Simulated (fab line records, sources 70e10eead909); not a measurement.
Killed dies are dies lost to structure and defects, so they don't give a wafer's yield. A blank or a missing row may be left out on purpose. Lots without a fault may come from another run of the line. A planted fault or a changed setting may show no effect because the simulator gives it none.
Chamber matching | flow nand_harc | NHARC_A_CHANNEL_FILL_D1_ETCHBACK_19 on rie_si-05: 4 sister chambers
The step etches the open film in HBr/Cl2, target depth 5 nm, time 1.7 s. 14 wafers are shown with their chamber, then 7 later ones without.

WAFERS WITH THEIR CHAMBER
wafer  | chamber | oes_product_au (a.u.) | rf_fwd_power_W (W) | throttle_valve_pct (%)
L075.1 | 3       | 0.996                 | 390.9              | 26.403
L075.4 | 2       | 1.010                 | 390.1              | 26.403
L075.5 | 2       | 1.005                 | 390.9              | 26.404
L076.1 | 3       | 1.017                 | 390.2              | 26.410
L076.3 | 0       | 1.008                 | 389.5              | 26.398
L076.4 | 1       | 1.021                 | 392.3              | 26.408
L078.1 | 3       | 1.018                 | 392.5              | 26.412
L078.4 | 2       | 1.013                 | 388.1              | 26.402
L078.6 | 0       | 1.005                 | 390.9              | 26.396
L084.1 | 3       | 1.001                 | 393.0              | 26.411
L084.3 | 0       | 1.003                 | 389.1              | 26.404
L084.5 | 0       | 1.006                 | 390.2              | 26.410
L085.2 | 3       | 1.006                 | 391.6              | 26.415
L085.3 | 0       | 0.996                 | 390.2              | 26.402

SIGNATURES (means of the wafers above)
reading            | chamber 0 | chamber 1 | chamber 2 | chamber 3 | scatter within a chamber
oes_product_au     | 1.00360   | 1.02100   | 1.00933   | 1.00760   | 0.00704
rf_fwd_power_W     | 389.980   | 392.300   | 389.700   | 391.640   | 1.06
throttle_valve_pct | 26.40200  | 26.40800  | 26.40300  | 26.41020  | 0.00448
Rule: a wafer's distance from a chamber is the root of the sum, over the readings, of the square of ((its reading less the chamber's mean) divided by the reading's scatter). The wafer belongs to the nearest chamber; if the next one is less than 2 further off, it can't be placed. The scatter: the root of (the sum of the squares of (reading less its chamber's mean) over the shown wafers, divided by (wafers less chambers)).

WAFERS WITHOUT THEIR CHAMBER
wafer  | oes_product_au (a.u.) | rf_fwd_power_W (W) | throttle_valve_pct (%)
L085.6 | 1.002                 | 389.6              | 26.424
L095.1 | 1.005                 | 391.0              | 26.410
L095.2 | 1.001                 | 390.3              | 26.402
L095.5 | 1.005                 | 391.4              | 26.389
L097.2 | 0.994                 | 392.5              | 26.400
L097.3 | 0.998                 | 391.8              | 26.401
L097.5 | 0.997                 | 391.2              | 26.403

WHICH CHAMBER EACH WENT THROUGH
wafer  | from the rows above               | in truth
L085.6 | can't be placed: 3 or 2 or 0 or 1 | 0
L095.1 | can't be placed: 3 or 0 or 2 or 1 | 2
L095.2 | can't be placed: 0 or 2 or 3      | 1
L095.5 | can't be placed: 0 or 2 or 3 or 1 | 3
L097.2 | can't be placed: 0 or 3 or 2 or 1 | 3
L097.3 | can't be placed: 0 or 3 or 2 or 1 | 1
L097.5 | can't be placed: 0 or 3 or 2      | 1
Placed correctly: 0 of 7. Can't be placed from these rows: 7 (the true chamber is among the candidates in 5). Placed wrongly: 0.
